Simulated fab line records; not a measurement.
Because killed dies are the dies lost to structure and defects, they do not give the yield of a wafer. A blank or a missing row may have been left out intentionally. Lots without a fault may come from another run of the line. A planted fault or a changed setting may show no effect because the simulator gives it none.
fab line records :: flow nand-harc
record:
  lots: 12
  wafers: 36
  last-day: 34
route steps=1302 shown A_BLC@1136 A_M0@1160
lots that met no fault: from a run of the same line without faults
start-h: hours from the record's first day to the start of the lot's first wafer shown :: wait-h: hours since the lot's step before :: " unchanged from the row above :: L1.1+2: one row covering several wafers at once :: - value missing, or start not given :: * or withheld: withheld :: < > ~ a bound
route shown NAME@n: a module of which the file shows steps, and the number in the route of the first :: usual: mean/standard deviation taken from wafers without a fault :: same: alike in all rows :: chamber/n: place in a boat :: sites: each site's reading :: _std_site: how widely they spread, as a standard deviation :: _edge_site: inner sites' mean taken away from outer sites' mean :: radius-mm: for every site, how far away it sits from the centre of the wafer :: mask NAME#n: copy n :: behind: the tool/chamber that last shaped the wafer :: hold: what put the lot on hold/how long, in hours/how the hold closed :: device: names the non-switching transistor (n, p or np) :: end of line: at the end of the route, the tests of the same wafers :: a step given without rows: its recipe and nothing more :: killed: the dies lost at the first sort to structure and to defects; this is not the yield of the wafer :: map: the dies of a wafer, with x for killed, . for not killed, _ for no die there
set.NAME: the setting as run; set.NAME@STEP: as run at that earlier step :: model.NAME: the simulator's own value behind a step, which no gauge read
one table for each step of the route and one row for each wafer, over a sample of lots
services: when a tool's chamber went out of use (start-h, in hours from the record's first day, below 0 if earlier), for how many hours, and the reason
== steps ==
step: NHARC_A_BLC_INSPECT_28
usual:
  raw-defect-count: 525/130
lot.wafer: L629.2
tool: defect-inspect-02
chamber: -
start-h: 535.39
wait-h: 0.1
raw-defect-count: 334

lot.wafer: L629.3
tool: defect-inspect-02
chamber: -
start-h: 535.39
wait-h: 0.1
raw-defect-count: 304

lot.wafer: L629.5
tool: defect-inspect-02
chamber: -
start-h: 535.39
wait-h: 0.1
raw-defect-count: 391

lot.wafer: L630.1
tool: defect-inspect-01
chamber: -
start-h: 537.32
wait-h: 0.1
raw-defect-count: 429

lot.wafer: L630.2
tool: defect-inspect-01
chamber: -
start-h: 537.32
wait-h: 0.1
raw-defect-count: 704

lot.wafer: L630.5
tool: defect-inspect-01
chamber: -
start-h: 537.32
wait-h: 0.1
raw-defect-count: 419

lot.wafer: L632.1
tool: defect-inspect-02
chamber: -
start-h: 543.24
wait-h: 0.1
raw-defect-count: 573

lot.wafer: L632.2
tool: defect-inspect-02
chamber: -
start-h: 543.24
wait-h: 0.1
raw-defect-count: 668

lot.wafer: L632.4
tool: defect-inspect-02
chamber: -
start-h: 543.24
wait-h: 0.1
raw-defect-count: 604

lot.wafer: L634.1
tool: defect-inspect-02
chamber: -
start-h: 557.13
wait-h: 0.1
raw-defect-count: 479

lot.wafer: L634.2
tool: defect-inspect-02
chamber: -
start-h: 557.13
wait-h: 0.1
raw-defect-count: 540

lot.wafer: L634.4
tool: defect-inspect-02
chamber: -
start-h: 557.13
wait-h: 0.1
raw-defect-count: 545

lot.wafer: L633.2
tool: defect-inspect-01
chamber: -
start-h: 564.13
wait-h: 0.1
raw-defect-count: 525

lot.wafer: L633.5
tool: defect-inspect-01
chamber: -
start-h: 564.13
wait-h: 0.1
raw-defect-count: 503

lot.wafer: L633.6
tool: defect-inspect-01
chamber: -
start-h: 564.13
wait-h: 0.1
raw-defect-count: 468

lot.wafer: L635.1
tool: defect-inspect-01
chamber: -
start-h: 614.93
wait-h: 0.1
raw-defect-count: 410

lot.wafer: L635.2
tool: defect-inspect-01
chamber: -
start-h: 614.93
wait-h: 0.1
raw-defect-count: 536

lot.wafer: L635.4
tool: defect-inspect-01
chamber: -
start-h: 614.93
wait-h: 0.1
raw-defect-count: 518

lot.wafer: L637.1
tool: defect-inspect-02
chamber: -
start-h: 615.67
wait-h: 0.1
raw-defect-count: 455

lot.wafer: L637.3
tool: defect-inspect-02
chamber: -
start-h: 615.67
wait-h: 0.1
raw-defect-count: 485

lot.wafer: L637.4
tool: defect-inspect-02
chamber: -
start-h: 615.67
wait-h: 0.1
raw-defect-count: 807

lot.wafer: L642.1
tool: defect-inspect-01
chamber: -
start-h: 651.81
wait-h: 0.1
raw-defect-count: 507

lot.wafer: L642.4
tool: defect-inspect-01
chamber: -
start-h: 651.81
wait-h: 0.1
raw-defect-count: 635

lot.wafer: L642.6
tool: defect-inspect-01
chamber: -
start-h: 651.81
wait-h: 0.1
raw-defect-count: 487

lot.wafer: L647.2
tool: defect-inspect-01
chamber: -
start-h: 701.74
wait-h: 0.1
raw-defect-count: 687

lot.wafer: L647.4
tool: defect-inspect-01
chamber: -
start-h: 701.74
wait-h: 0.1
raw-defect-count: 677

lot.wafer: L647.5
tool: defect-inspect-01
chamber: -
start-h: 701.74
wait-h: 0.1
raw-defect-count: 859

lot.wafer: L651.1
tool: defect-inspect-01
chamber: -
start-h: 740.25
wait-h: 0.1
raw-defect-count: 481

lot.wafer: L651.2
tool: defect-inspect-01
chamber: -
start-h: 740.25
wait-h: 0.1
raw-defect-count: 429

lot.wafer: L651.5
tool: defect-inspect-01
chamber: -
start-h: 740.25
wait-h: 0.1
raw-defect-count: 370

lot.wafer: L650.1
tool: defect-inspect-01
chamber: -
start-h: 747.69
wait-h: 0.1
raw-defect-count: 499

lot.wafer: L650.3
tool: defect-inspect-01
chamber: -
start-h: 747.69
wait-h: 0.1
raw-defect-count: 608

lot.wafer: L650.6
tool: defect-inspect-01
chamber: -
start-h: 747.69
wait-h: 0.1
raw-defect-count: 587

lot.wafer: L649.3
tool: defect-inspect-02
chamber: -
start-h: 765.22
wait-h: 0.1
raw-defect-count: 422

lot.wafer: L649.4
tool: defect-inspect-02
chamber: -
start-h: 765.22
wait-h: 0.1
raw-defect-count: 383

lot.wafer: L649.6
tool: defect-inspect-02
chamber: -
start-h: 765.22
wait-h: 0.1
raw-defect-count: 531
step: NHARC_A_M0_ECD_22
recipe:
  target-thk-a: 4000
  bath-temp-c: 25
  material: Cu
usual:
  bath-heat-duty-pct: 6.5/0.59
lot.wafer: L629.2
tool: ecd-cu-02
chamber: 1
start-h: 537.65
wait-h: -
bath-heat-duty-pct: 6.3

lot.wafer: L629.3
tool: ecd-cu-02
chamber: 0
start-h: 537.65
wait-h: -
bath-heat-duty-pct: 8.1

lot.wafer: L629.5
tool: ecd-cu-02
chamber: 1
start-h: 537.65
wait-h: -
bath-heat-duty-pct: 5.7

lot.wafer: L630.1
tool: ecd-cu-02
chamber: 1
start-h: 539.70
wait-h: -
bath-heat-duty-pct: 5.8

lot.wafer: L630.2
tool: ecd-cu-02
chamber: 0
start-h: 539.70
wait-h: -
bath-heat-duty-pct: 6.2

lot.wafer: L630.5
tool: ecd-cu-02
chamber: 0
start-h: 539.70
wait-h: -
bath-heat-duty-pct: 6.7

lot.wafer: L632.1
tool: ecd-cu-02
chamber: 1
start-h: 545.60
wait-h: -
bath-heat-duty-pct: 7.0

lot.wafer: L632.2
tool: ecd-cu-02
chamber: 0
start-h: 545.60
wait-h: -
bath-heat-duty-pct: 5.6

lot.wafer: L632.4
tool: ecd-cu-02
chamber: 1
start-h: 545.60
wait-h: -
bath-heat-duty-pct: 6.2

lot.wafer: L634.2
tool: ecd-cu-01
chamber: 0
start-h: 559.49
wait-h: -
bath-heat-duty-pct: 7.2

lot.wafer: L634.1
tool: ecd-cu-01
chamber: 1
start-h: 559.49
wait-h: -
bath-heat-duty-pct: 5.5

lot.wafer: L634.4
tool: ecd-cu-01
chamber: 0
start-h: 559.49
wait-h: -
bath-heat-duty-pct: 7.5

lot.wafer: L633.2
tool: ecd-cu-02
chamber: 1
start-h: 566.56
wait-h: -
bath-heat-duty-pct: 6.6

lot.wafer: L633.5
tool: ecd-cu-02
chamber: 0
start-h: 566.56
wait-h: -
bath-heat-duty-pct: 6.6

lot.wafer: L633.6
tool: ecd-cu-02
chamber: 1
start-h: 566.56
wait-h: -
bath-heat-duty-pct: 6.8

lot.wafer: L635.2
tool: ecd-cu-01
chamber: 1
start-h: 617.32
wait-h: -
bath-heat-duty-pct: 5.8

lot.wafer: L635.1
tool: ecd-cu-01
chamber: 0
start-h: 617.32
wait-h: -
bath-heat-duty-pct: 6.0

lot.wafer: L635.4
tool: ecd-cu-01
chamber: 1
start-h: 617.32
wait-h: -
bath-heat-duty-pct: 6.2

lot.wafer: L637.1
tool: ecd-cu-02
chamber: 0
start-h: 617.90
wait-h: -
bath-heat-duty-pct: 6.6

lot.wafer: L637.4
tool: ecd-cu-02
chamber: 0
start-h: 617.90
wait-h: -
bath-heat-duty-pct: 6.8

lot.wafer: L637.3
tool: ecd-cu-02
chamber: 1
start-h: 617.90
wait-h: -
bath-heat-duty-pct: 6.7

lot.wafer: L642.1
tool: ecd-cu-01
chamber: 0
start-h: 654.23
wait-h: -
bath-heat-duty-pct: 7.0

lot.wafer: L642.4
tool: ecd-cu-01
chamber: 0
start-h: 654.23
wait-h: -
bath-heat-duty-pct: 6.6

lot.wafer: L642.6
tool: ecd-cu-01
chamber: 1
start-h: 654.23
wait-h: -
bath-heat-duty-pct: 6.1

lot.wafer: L647.2
tool: ecd-cu-02
chamber: 1
start-h: 704.17
wait-h: -
bath-heat-duty-pct: 6.2

lot.wafer: L647.4
tool: ecd-cu-02
chamber: 0
start-h: 704.17
wait-h: -
bath-heat-duty-pct: 6.8

lot.wafer: L647.5
tool: ecd-cu-02
chamber: 1
start-h: 704.17
wait-h: -
bath-heat-duty-pct: 6.1

lot.wafer: L651.1
tool: ecd-cu-01
chamber: 0
start-h: 742.63
wait-h: -
bath-heat-duty-pct: 7.4

lot.wafer: L651.2
tool: ecd-cu-01
chamber: 1
start-h: 742.63
wait-h: -
bath-heat-duty-pct: 5.8

lot.wafer: L651.5
tool: ecd-cu-01
chamber: 1
start-h: 742.63
wait-h: -
bath-heat-duty-pct: 6.2

lot.wafer: L650.1
tool: ecd-cu-02
chamber: 1
start-h: 763.42
wait-h: -
bath-heat-duty-pct: 6.2

lot.wafer: L650.3
tool: ecd-cu-02
chamber: 1
start-h: 763.42
wait-h: -
bath-heat-duty-pct: 6.4

lot.wafer: L650.6
tool: ecd-cu-02
chamber: 0
start-h: 763.42
wait-h: -
bath-heat-duty-pct: 5.6

lot.wafer: L649.4
tool: ecd-cu-02
chamber: 1
start-h: 767.68
wait-h: -
bath-heat-duty-pct: 6.6

lot.wafer: L649.3
tool: ecd-cu-02
chamber: 0
start-h: 767.68
wait-h: -
bath-heat-duty-pct: 6.7

lot.wafer: L649.6
tool: ecd-cu-02
chamber: 1
start-h: 767.68
wait-h: -
bath-heat-duty-pct: 6.4
step: NHARC_A_M0_CMP_23
recipe:
  t-overpolish-s: 20
  target-thk-nm: 113.75
usual:
  motor-current-A: 12.1/1.2
  pad-life-wafers: 206/91
  slurry-filter-dp-kPa: 13.50/0.13
  time-to-endpoint-s: 28.6/2.5
lot.wafer: L629.3
tool: cmp-01
chamber: 2
start-h: 538.44
wait-h: -
motor-current-A: 12.2
pad-life-wafers: 194
slurry-filter-dp-kPa: 13.64
time-to-endpoint-s: 26.8

lot.wafer: L629.2
tool: cmp-01
chamber: 3
start-h: 538.44
wait-h: -
motor-current-A: 10.1
pad-life-wafers: 195
slurry-filter-dp-kPa: 13.26
time-to-endpoint-s: 29.0

lot.wafer: L629.5
tool: cmp-01
chamber: 1
start-h: 538.44
wait-h: -
motor-current-A: 12.3
pad-life-wafers: -
slurry-filter-dp-kPa: 13.35
time-to-endpoint-s: 28.7

lot.wafer: L630.2
tool: cmp-01
chamber: 3
start-h: 540.46
wait-h: -
motor-current-A: 10.2
pad-life-wafers: 204
slurry-filter-dp-kPa: 13.25
time-to-endpoint-s: 27.9

lot.wafer: L630.1
tool: cmp-01
chamber: 1
start-h: 540.46
wait-h: -
motor-current-A: 12.9
pad-life-wafers: 206
slurry-filter-dp-kPa: 13.49
time-to-endpoint-s: 26.0

lot.wafer: L630.5
tool: cmp-01
chamber: 0
start-h: 540.46
wait-h: -
motor-current-A: 13.3
pad-life-wafers: -
slurry-filter-dp-kPa: 13.28
time-to-endpoint-s: 26.2

lot.wafer: L632.4
tool: cmp-03
chamber: 0
start-h: 546.36
wait-h: -
motor-current-A: 13.7
pad-life-wafers: 307
slurry-filter-dp-kPa: 13.36
time-to-endpoint-s: 29.5

lot.wafer: L632.1
tool: cmp-03
chamber: 1
start-h: 546.36
wait-h: -
motor-current-A: 12.4
pad-life-wafers: 308
slurry-filter-dp-kPa: 13.54
time-to-endpoint-s: 26.7

lot.wafer: L632.2
tool: cmp-03
chamber: 2
start-h: 546.36
wait-h: -
motor-current-A: 10.2
pad-life-wafers: 309
slurry-filter-dp-kPa: 13.52
time-to-endpoint-s: 30.8

lot.wafer: L634.2
tool: cmp-04
chamber: 3
start-h: 560.22
wait-h: -
motor-current-A: 11.3
pad-life-wafers: 204
slurry-filter-dp-kPa: 13.62
time-to-endpoint-s: 32.8

lot.wafer: L634.4
tool: cmp-04
chamber: 0
start-h: 560.22
wait-h: -
motor-current-A: 11.9
pad-life-wafers: 205
slurry-filter-dp-kPa: 13.45
time-to-endpoint-s: 27.8

lot.wafer: L634.1
tool: cmp-04
chamber: 2
start-h: 560.22
wait-h: -
motor-current-A: 11.5
pad-life-wafers: 207
slurry-filter-dp-kPa: 13.64
time-to-endpoint-s: 26.6

lot.wafer: L633.2
tool: cmp-01
chamber: 2
start-h: 567.32
wait-h: -
motor-current-A: 11.0
pad-life-wafers: 327
slurry-filter-dp-kPa: 13.48
time-to-endpoint-s: 24.4

lot.wafer: L633.6
tool: cmp-01
chamber: 3
start-h: 567.32
wait-h: -
motor-current-A: 9.9
pad-life-wafers: -
slurry-filter-dp-kPa: 13.51
time-to-endpoint-s: 31.6

lot.wafer: L633.5
tool: cmp-01
chamber: 0
start-h: 567.32
wait-h: -
motor-current-A: 13.8
pad-life-wafers: -
slurry-filter-dp-kPa: 13.59
time-to-endpoint-s: 25.7

lot.wafer: L635.4
tool: cmp-04
chamber: 2
start-h: 618.10
wait-h: -
motor-current-A: 10.7
pad-life-wafers: 6
slurry-filter-dp-kPa: 13.54
time-to-endpoint-s: 28.1

lot.wafer: L635.2
tool: cmp-04
chamber: 0
start-h: 618.10
wait-h: -
motor-current-A: 12.5
pad-life-wafers: 8
slurry-filter-dp-kPa: 13.11
time-to-endpoint-s: 21.5

lot.wafer: L635.1
tool: cmp-04
chamber: 1
start-h: 618.10
wait-h: -
motor-current-A: 11.8
pad-life-wafers: 9
slurry-filter-dp-kPa: 13.53
time-to-endpoint-s: 27.2

lot.wafer: L637.1
tool: cmp-01
chamber: 3
start-h: 618.63
wait-h: -
motor-current-A: 10.5
pad-life-wafers: 162
slurry-filter-dp-kPa: 13.68
time-to-endpoint-s: 27.3

lot.wafer: L637.4
tool: cmp-01
chamber: 0
start-h: 618.63
wait-h: -
motor-current-A: 13.7
pad-life-wafers: 163
slurry-filter-dp-kPa: 13.45
time-to-endpoint-s: 27.0

lot.wafer: L637.3
tool: cmp-01
chamber: 2
start-h: 618.63
wait-h: -
motor-current-A: 11.3
pad-life-wafers: 165
slurry-filter-dp-kPa: 13.33
time-to-endpoint-s: 26.2

lot.wafer: L642.1
tool: cmp-01
chamber: 3
start-h: 654.93
wait-h: -
motor-current-A: 10.0
pad-life-wafers: 313
slurry-filter-dp-kPa: 13.47
time-to-endpoint-s: 29.0

lot.wafer: L642.4
tool: cmp-01
chamber: 1
start-h: 654.93
wait-h: -
motor-current-A: 12.6
pad-life-wafers: 315
slurry-filter-dp-kPa: 13.73
time-to-endpoint-s: 28.0

lot.wafer: L642.6
tool: cmp-01
chamber: 3
start-h: 654.93
wait-h: -
motor-current-A: 10.5
pad-life-wafers: -
slurry-filter-dp-kPa: 13.60
time-to-endpoint-s: 30.2

lot.wafer: L647.2
tool: cmp-03
chamber: 0
start-h: 704.84
wait-h: -
motor-current-A: 13.0
pad-life-wafers: 192
slurry-filter-dp-kPa: 13.52
time-to-endpoint-s: 45.5

lot.wafer: L647.4
tool: cmp-03
chamber: 1
start-h: 704.84
wait-h: -
motor-current-A: 12.4
pad-life-wafers: 193
slurry-filter-dp-kPa: 13.43
time-to-endpoint-s: 42.3

lot.wafer: L647.5
tool: cmp-03
chamber: 0
start-h: 704.84
wait-h: -
motor-current-A: 12.6
pad-life-wafers: -
slurry-filter-dp-kPa: 13.55
time-to-endpoint-s: 28.5

lot.wafer: L651.1
tool: cmp-03
chamber: 0
start-h: 743.41
wait-h: -
motor-current-A: 13.7
pad-life-wafers: 290
slurry-filter-dp-kPa: 13.24
time-to-endpoint-s: 31.7

lot.wafer: L651.2
tool: cmp-03
chamber: 1
start-h: 743.41
wait-h: -
motor-current-A: 11.9
pad-life-wafers: 291
slurry-filter-dp-kPa: 13.43
time-to-endpoint-s: 32.7

lot.wafer: L651.5
tool: cmp-03
chamber: 3
start-h: 743.41
wait-h: -
motor-current-A: 11.6
pad-life-wafers: -
slurry-filter-dp-kPa: 13.47
time-to-endpoint-s: 31.9

lot.wafer: L650.3
tool: cmp-01
chamber: 1
start-h: 764.14
wait-h: -
motor-current-A: 12.1
pad-life-wafers: 270
slurry-filter-dp-kPa: 13.54
time-to-endpoint-s: 27.8

lot.wafer: L650.1
tool: cmp-01
chamber: 3
start-h: 764.14
wait-h: -
motor-current-A: 10.4
pad-life-wafers: 272
slurry-filter-dp-kPa: 13.41
time-to-endpoint-s: 28.3

lot.wafer: L650.6
tool: cmp-01
chamber: 2
start-h: 764.14
wait-h: -
motor-current-A: 11.5
pad-life-wafers: -
slurry-filter-dp-kPa: 13.60
time-to-endpoint-s: 23.8

lot.wafer: L649.3
tool: cmp-03
chamber: 1
start-h: 768.36
wait-h: -
motor-current-A: 11.5
pad-life-wafers: 32
slurry-filter-dp-kPa: 13.40
time-to-endpoint-s: 28.2

lot.wafer: L649.4
tool: cmp-03
chamber: 2
start-h: 768.36
wait-h: -
motor-current-A: 10.6
pad-life-wafers: 33
slurry-filter-dp-kPa: 13.70
time-to-endpoint-s: 31.6

lot.wafer: L649.6
tool: cmp-03
chamber: 0
start-h: 768.36
wait-h: -
motor-current-A: 13.4
pad-life-wafers: -
slurry-filter-dp-kPa: 13.60
time-to-endpoint-s: 28.1
step: NHARC_A_M0_THK_MEAS_24
recipe:
  thk-meas-gauge: xrf
usual:
  thk-nm: 113.6/1.6
lot.wafer: L629.2
tool: film-metro-01
chamber: -
start-h: 538.69
wait-h: -
thk-nm: 112.2

lot.wafer: L629.3
tool: film-metro-01
chamber: -
start-h: 538.69
wait-h: -
thk-nm: 111.1

lot.wafer: L629.5
tool: film-metro-01
chamber: -
start-h: 538.69
wait-h: -
thk-nm: 111.5

lot.wafer: L630.1
tool: film-metro-01
chamber: -
start-h: 540.77
wait-h: -
thk-nm: 112.4

lot.wafer: L630.2
tool: film-metro-01
chamber: -
start-h: 540.77
wait-h: -
thk-nm: 114.2

lot.wafer: L630.5
tool: film-metro-01
chamber: -
start-h: 540.77
wait-h: -
thk-nm: 115.1

lot.wafer: L632.1
tool: film-metro-01
chamber: -
start-h: 546.64
wait-h: -
thk-nm: 114.0

lot.wafer: L632.2
tool: film-metro-01
chamber: -
start-h: 546.64
wait-h: -
thk-nm: 113.6

lot.wafer: L632.4
tool: film-metro-01
chamber: -
start-h: 546.64
wait-h: -
thk-nm: 114.8

lot.wafer: L634.1
tool: film-metro-01
chamber: -
start-h: 560.54
wait-h: -
thk-nm: 112.4

lot.wafer: L634.2
tool: film-metro-01
chamber: -
start-h: 560.54
wait-h: -
thk-nm: 116.6

lot.wafer: L634.4
tool: film-metro-01
chamber: -
start-h: 560.54
wait-h: -
thk-nm: 108.4

lot.wafer: L633.2
tool: film-metro-02
chamber: -
start-h: 567.55
wait-h: -
thk-nm: 111.6

lot.wafer: L633.5
tool: film-metro-02
chamber: -
start-h: 567.55
wait-h: -
thk-nm: 113.1

lot.wafer: L633.6
tool: film-metro-02
chamber: -
start-h: 567.55
wait-h: -
thk-nm: 111.6

lot.wafer: L635.1
tool: film-metro-02
chamber: -
start-h: 618.42
wait-h: -
thk-nm: 112.5

lot.wafer: L635.2
tool: film-metro-02
chamber: -
start-h: 618.42
wait-h: -
thk-nm: 112.1

lot.wafer: L635.4
tool: film-metro-02
chamber: -
start-h: 618.42
wait-h: -
thk-nm: 110.8

lot.wafer: L637.1
tool: film-metro-01
chamber: -
start-h: 618.94
wait-h: -
thk-nm: 114.2

lot.wafer: L637.3
tool: film-metro-01
chamber: -
start-h: 618.94
wait-h: -
thk-nm: 111.4

lot.wafer: L637.4
tool: film-metro-01
chamber: -
start-h: 618.94
wait-h: -
thk-nm: 111.9

lot.wafer: L642.1
tool: film-metro-02
chamber: -
start-h: 655.21
wait-h: -
thk-nm: 115.6

lot.wafer: L642.4
tool: film-metro-02
chamber: -
start-h: 655.21
wait-h: -
thk-nm: 112.8

lot.wafer: L642.6
tool: film-metro-02
chamber: -
start-h: 655.21
wait-h: -
thk-nm: 114.0

lot.wafer: L647.2
tool: film-metro-02
chamber: -
start-h: 705.16
wait-h: -
thk-nm: 113.8

lot.wafer: L647.4
tool: film-metro-02
chamber: -
start-h: 705.16
wait-h: -
thk-nm: 110.8

lot.wafer: L647.5
tool: film-metro-02
chamber: -
start-h: 705.16
wait-h: -
thk-nm: 110.8

lot.wafer: L651.1
tool: film-metro-02
chamber: -
start-h: 743.67
wait-h: -
thk-nm: 114.8

lot.wafer: L651.2
tool: film-metro-02
chamber: -
start-h: 743.67
wait-h: -
thk-nm: 115.7

lot.wafer: L651.5
tool: film-metro-02
chamber: -
start-h: 743.67
wait-h: -
thk-nm: 115.1

lot.wafer: L650.1
tool: film-metro-01
chamber: -
start-h: 764.46
wait-h: -
thk-nm: 113.7

lot.wafer: L650.3
tool: film-metro-01
chamber: -
start-h: 764.46
wait-h: -
thk-nm: 113.6

lot.wafer: L650.6
tool: film-metro-01
chamber: -
start-h: 764.46
wait-h: -
thk-nm: 112.3

lot.wafer: L649.3
tool: film-metro-02
chamber: -
start-h: 768.62
wait-h: -
thk-nm: 111.2

lot.wafer: L649.4
tool: film-metro-02
chamber: -
start-h: 768.62
wait-h: -
thk-nm: 114.4

lot.wafer: L649.6
tool: film-metro-02
chamber: -
start-h: 768.62
wait-h: -
thk-nm: 113.3
step: NHARC_A_M0_PRE_CLEAN_31
recipe:
  time-s: 12
  temp-c: 370
  rf-power-w: 300
  gas: NH3
usual:
  heater-power-w: 634/86
lot.wafer: L629.3
tool: pecvd-04
chamber: 1
start-h: 538.92
wait-h: 0.1
heater-power-w: 772

lot.wafer: L629.2
tool: pecvd-04
chamber: 2
start-h: 538.92
wait-h: 0.1
heater-power-w: 458

lot.wafer: L629.5
tool: pecvd-04
chamber: 1
start-h: 538.92
wait-h: 0.1
heater-power-w: 756

lot.wafer: L630.2
tool: pecvd-04
chamber: 0
start-h: 541.01
wait-h: 0.1
heater-power-w: 806

lot.wafer: L630.1
tool: pecvd-04
chamber: 1
start-h: 541.01
wait-h: 0.1
heater-power-w: 748

lot.wafer: L630.5
tool: pecvd-04
chamber: 0
start-h: 541.01
wait-h: 0.1
heater-power-w: 792

lot.wafer: L632.2
tool: pecvd-02
chamber: 2
start-h: 546.88
wait-h: 0.1
heater-power-w: 589

lot.wafer: L632.1
tool: pecvd-02
chamber: 0
start-h: 546.88
wait-h: 0.1
heater-power-w: 488

lot.wafer: L632.4
tool: pecvd-02
chamber: 0
start-h: 546.88
wait-h: 0.1
heater-power-w: 503

lot.wafer: L634.2
tool: pecvd-02
chamber: 1
start-h: 560.77
wait-h: 0.1
heater-power-w: 662

lot.wafer: L634.1
tool: pecvd-02
chamber: 0
start-h: 560.77
wait-h: 0.1
heater-power-w: 529

lot.wafer: L634.4
tool: pecvd-02
chamber: 2
start-h: 560.77
wait-h: 0.1
heater-power-w: 586

lot.wafer: L633.2
tool: pecvd-04
chamber: 2
start-h: 567.80
wait-h: 0.1
heater-power-w: 529

lot.wafer: L633.6
tool: pecvd-04
chamber: 1
start-h: 567.80
wait-h: 0.1
heater-power-w: 781

lot.wafer: L633.5
tool: pecvd-04
chamber: 2
start-h: 567.80
wait-h: 0.1
heater-power-w: 521

lot.wafer: L635.2
tool: pecvd-02
chamber: 2
start-h: 618.65
wait-h: 0.1
heater-power-w: 615

lot.wafer: L635.1
tool: pecvd-02
chamber: 1
start-h: 618.65
wait-h: 0.1
heater-power-w: 603

lot.wafer: L635.4
tool: pecvd-02
chamber: 2
start-h: 618.65
wait-h: 0.1
heater-power-w: 597

lot.wafer: L637.1
tool: pecvd-02
chamber: 0
start-h: 619.17
wait-h: 0.1
heater-power-w: 585

lot.wafer: L637.3
tool: pecvd-02
chamber: 1
start-h: 619.17
wait-h: 0.1
heater-power-w: 671

lot.wafer: L637.4
tool: pecvd-02
chamber: 1
start-h: 619.17
wait-h: 0.1
heater-power-w: 661

lot.wafer: L642.1
tool: pecvd-01
chamber: 2
start-h: 655.44
wait-h: 0.1
heater-power-w: 549

lot.wafer: L642.4
tool: pecvd-01
chamber: 2
start-h: 655.44
wait-h: 0.1
heater-power-w: 566

lot.wafer: L642.6
tool: pecvd-01
chamber: 0
start-h: 655.44
wait-h: 0.1
heater-power-w: 656

lot.wafer: L647.2
tool: pecvd-01
chamber: 0
start-h: 705.40
wait-h: 0.1
heater-power-w: 661

lot.wafer: L647.5
tool: pecvd-01
chamber: 1
start-h: 705.40
wait-h: 0.1
heater-power-w: 736

lot.wafer: L647.4
tool: pecvd-01
chamber: 2
start-h: 705.40
wait-h: 0.1
heater-power-w: 557

lot.wafer: L651.2
tool: pecvd-04
chamber: 1
start-h: 743.89
wait-h: 0.1
heater-power-w: 692

lot.wafer: L651.1
tool: pecvd-04
chamber: 2
start-h: 743.89
wait-h: 0.1
heater-power-w: 564

lot.wafer: L651.5
tool: pecvd-04
chamber: 0
start-h: 743.89
wait-h: 0.1
heater-power-w: 758

lot.wafer: L650.1
tool: pecvd-02
chamber: 2
start-h: 764.68
wait-h: 0.1
heater-power-w: 611

lot.wafer: L650.3
tool: pecvd-02
chamber: 0
start-h: 764.68
wait-h: 0.1
heater-power-w: 549

lot.wafer: L650.6
tool: pecvd-02
chamber: 2
start-h: 764.68
wait-h: 0.1
heater-power-w: 605

lot.wafer: L649.3
tool: pecvd-02
chamber: 1
start-h: 768.87
wait-h: 0.1
heater-power-w: 643

lot.wafer: L649.4
tool: pecvd-02
chamber: 0
start-h: 768.87
wait-h: 0.1
heater-power-w: 585

lot.wafer: L649.6
tool: pecvd-02
chamber: 1
start-h: 768.87
wait-h: 0.1
heater-power-w: 630
== services ==
tool: cmp-03
chamber: -
start-h: 521.68
hours: 3.7
kind: repair

tool: pecvd-01
chamber: 0
start-h: 531.17
hours: 15.8
kind: repair

tool: ecd-cu-02
chamber: -
start-h: 535.50
hours: 1.0
kind: repair

tool: cmp-04
chamber: -
start-h: 540.65
hours: 1.2
kind: repair

tool: cmp-03
chamber: -
start-h: 554.00
hours: 4.0
kind: pm

tool: cmp-01
chamber: -
start-h: 577.60
hours: 4.0
kind: pm

tool: cmp-04
chamber: -
start-h: 580.37
hours: 0.8
kind: repair

tool: pecvd-02
chamber: -
start-h: 589.30
hours: 13.0
kind: pm

tool: ecd-cu-02
chamber: -
start-h: 596.25
hours: 8.0
kind: pm

tool: cmp-04
chamber: -
start-h: 599.10
hours: 0.6
kind: repair

tool: pecvd-04
chamber: 2
start-h: 599.65
hours: 8.6
kind: repair

tool: cmp-04
chamber: -
start-h: 601.00
hours: 4.0
kind: pm

tool: pecvd-04
chamber: -
start-h: 631.14
hours: 13.0
kind: pm

tool: cmp-03
chamber: -
start-h: 652.00
hours: 4.0
kind: pm

tool: cmp-04
chamber: -
start-h: 663.16
hours: 0.9
kind: repair

tool: cmp-04
chamber: -
start-h: 671.26
hours: 0.9
kind: repair

tool: cmp-03
chamber: -
start-h: 673.06
hours: 4.9
kind: repair

tool: cmp-01
chamber: -
start-h: 675.60
hours: 4.0
kind: pm

tool: cmp-01
chamber: -
start-h: 686.57
hours: 12.3
kind: repair

tool: ecd-cu-01
chamber: -
start-h: 688.00
hours: 8.0
kind: pm

tool: cmp-03
chamber: -
start-h: 707.52
hours: 2.1
kind: repair

tool: pecvd-02
chamber: -
start-h: 711.32
hours: 10.2
kind: repair

tool: ecd-cu-02
chamber: -
start-h: 746.42
hours: 2.7
kind: repair

tool: cmp-03
chamber: -
start-h: 750.00
hours: 4.0
kind: pm
== key ==
first-sign:
  step: NHARC_A_M0_CMP_23
  reading: time-to-endpoint-s
  direction: up
  sigmas: 6.1
  usual: *
  struck: *
effect none on later readings
met-at NHARC_A_M0_ECD_22
struck-lots L647
struck-wafers L647.2,L647.4
not-acting-at NHARC_A_BLC_INSPECT_28,NHARC_A_M0_THK_MEAS_24,NHARC_A_M0_PRE_CLEAN_31
onset-between 617.90 704.17
fault:
  kind: process-parameter-drift
  tool: ecd-cu-02
  chamber: -
  onset-h: 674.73
  steps: NHARC_A_M0_ECD_22
  channel: target-thk-a
  offset: *
  shape: step
  end-h: 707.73
  scope: struck-wafers-only
  acts-in: *
  stated: *
